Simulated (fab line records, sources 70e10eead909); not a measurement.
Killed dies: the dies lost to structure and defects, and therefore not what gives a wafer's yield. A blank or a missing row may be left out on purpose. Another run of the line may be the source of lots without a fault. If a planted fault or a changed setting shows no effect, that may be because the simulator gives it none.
Chamber matching :: flow nandHarc :: NHARC_A_SGD_CUT_ETCHBACK_24 on rieDiel-11 has 4 sister chambers
The step etches the open film in CH3F/O2, target depth 50 nm, time 92.857 s. 14 wafers are shown with their chamber, then 7 later ones without.

## WAFERS, EACH WITH ITS CHAMBER
wafer: L074.2
chamber: 1
showerheadPlenumPTorr (Torr): 2.64
drypumpMotorCurrentA (A): 5.8
chamberPressureMTorr (mTorr): 24.969

wafer: L074.3
chamber: 0
showerheadPlenumPTorr (Torr): 2.39
drypumpMotorCurrentA (A): 5.3
chamberPressureMTorr (mTorr): 25.035

wafer: L074.4
chamber: 3
showerheadPlenumPTorr (Torr): 2.40
drypumpMotorCurrentA (A): 5.1
chamberPressureMTorr (mTorr): 24.976

wafer: L080.3
chamber: 2
showerheadPlenumPTorr (Torr): 2.34
drypumpMotorCurrentA (A): 5.7
chamberPressureMTorr (mTorr): 24.999

wafer: L080.4
chamber: 3
showerheadPlenumPTorr (Torr): 2.40
drypumpMotorCurrentA (A): 5.1
chamberPressureMTorr (mTorr): 25.011

wafer: L080.5
chamber: 3
showerheadPlenumPTorr (Torr): 2.40
drypumpMotorCurrentA (A): 5.1
chamberPressureMTorr (mTorr): 25.025

wafer: L084.3
chamber: 2
showerheadPlenumPTorr (Torr): 2.34
drypumpMotorCurrentA (A): 5.7
chamberPressureMTorr (mTorr): 24.954

wafer: L084.4
chamber: 3
showerheadPlenumPTorr (Torr): 2.39
drypumpMotorCurrentA (A): 5.1
chamberPressureMTorr (mTorr): 24.981

wafer: L084.6
chamber: 3
showerheadPlenumPTorr (Torr): 2.39
drypumpMotorCurrentA (A): 5.1
chamberPressureMTorr (mTorr): 24.989

wafer: L089.2
chamber: 0
showerheadPlenumPTorr (Torr): 2.39
drypumpMotorCurrentA (A): 5.3
chamberPressureMTorr (mTorr): 25.030

wafer: L089.3
chamber: 2
showerheadPlenumPTorr (Torr): 2.34
drypumpMotorCurrentA (A): 5.8
chamberPressureMTorr (mTorr): 24.989

wafer: L089.4
chamber: 3
showerheadPlenumPTorr (Torr): 2.39
drypumpMotorCurrentA (A): 5.1
chamberPressureMTorr (mTorr): 24.977

wafer: L092.2
chamber: 3
showerheadPlenumPTorr (Torr): 2.39
drypumpMotorCurrentA (A): 5.1
chamberPressureMTorr (mTorr): 24.971

wafer: L092.4
chamber: 0
showerheadPlenumPTorr (Torr): 2.39
drypumpMotorCurrentA (A): 5.3
chamberPressureMTorr (mTorr): 25.046

SIGNATURES (means of the wafers above)
reading: showerheadPlenumPTorr
chamber 0: 2.3900
chamber 1: 2.6400
chamber 2: 2.3400
chamber 3: 2.3943
scatter within a chamber: 0.00414

reading: drypumpMotorCurrentA
chamber 0: 5.300
chamber 1: 5.800
chamber 2: 5.733
chamber 3: 5.100
scatter within a chamber: 0.0258

reading: chamberPressureMTorr
chamber 0: 25.03700
chamber 1: 24.96900
chamber 2: 24.98067
chamber 3: 24.99000
scatter within a chamber: 0.0193
Rule: for each reading, subtract the chamber's mean from the wafer's reading, divide by that reading's scatter and square the result; add these up over the readings and take the root, which gives the wafer's distance from the chamber. The wafer belongs to the nearest chamber; if the next one is less than 2 further off, it can't be placed. The scatter: take each reading less its chamber's mean, square it, sum over the shown wafers, divide by the number of wafers less the number of chambers, and take the root.

## WAFERS MISSING THEIR CHAMBER
wafer: L092.5
showerheadPlenumPTorr (Torr): 2.39
drypumpMotorCurrentA (A): 5.3
chamberPressureMTorr (mTorr): 24.996

wafer: L094.1
showerheadPlenumPTorr (Torr): 2.34
drypumpMotorCurrentA (A): 5.8
chamberPressureMTorr (mTorr): 25.003

wafer: L094.2
showerheadPlenumPTorr (Torr): 2.39
drypumpMotorCurrentA (A): 5.3
chamberPressureMTorr (mTorr): 25.021

wafer: L094.4
showerheadPlenumPTorr (Torr): 2.39
drypumpMotorCurrentA (A): 5.1
chamberPressureMTorr (mTorr): 24.971

wafer: L096.2
showerheadPlenumPTorr (Torr): 2.64
drypumpMotorCurrentA (A): 5.9
chamberPressureMTorr (mTorr): 25.002

wafer: L096.4
showerheadPlenumPTorr (Torr): 2.39
drypumpMotorCurrentA (A): 5.1
chamberPressureMTorr (mTorr): 25.038

wafer: L096.6
showerheadPlenumPTorr (Torr): 2.39
drypumpMotorCurrentA (A): 5.1
chamberPressureMTorr (mTorr): 24.998

## THE CHAMBER EACH PASSED THROUGH
wafer: L092.5
from the rows above: 0
in truth: 0

wafer: L094.1
from the rows above: 2
in truth: 2

wafer: L094.2
from the rows above: 0
in truth: 0

wafer: L094.4
from the rows above: 3
in truth: 3

wafer: L096.2
from the rows above: 1
in truth: 1

wafer: L096.4
from the rows above: 3
in truth: 3

wafer: L096.6
from the rows above: 3
in truth: 3
Correctly placed: 7 of 7. Left unplaced by these rows: 0. Number placed wrongly: 0.
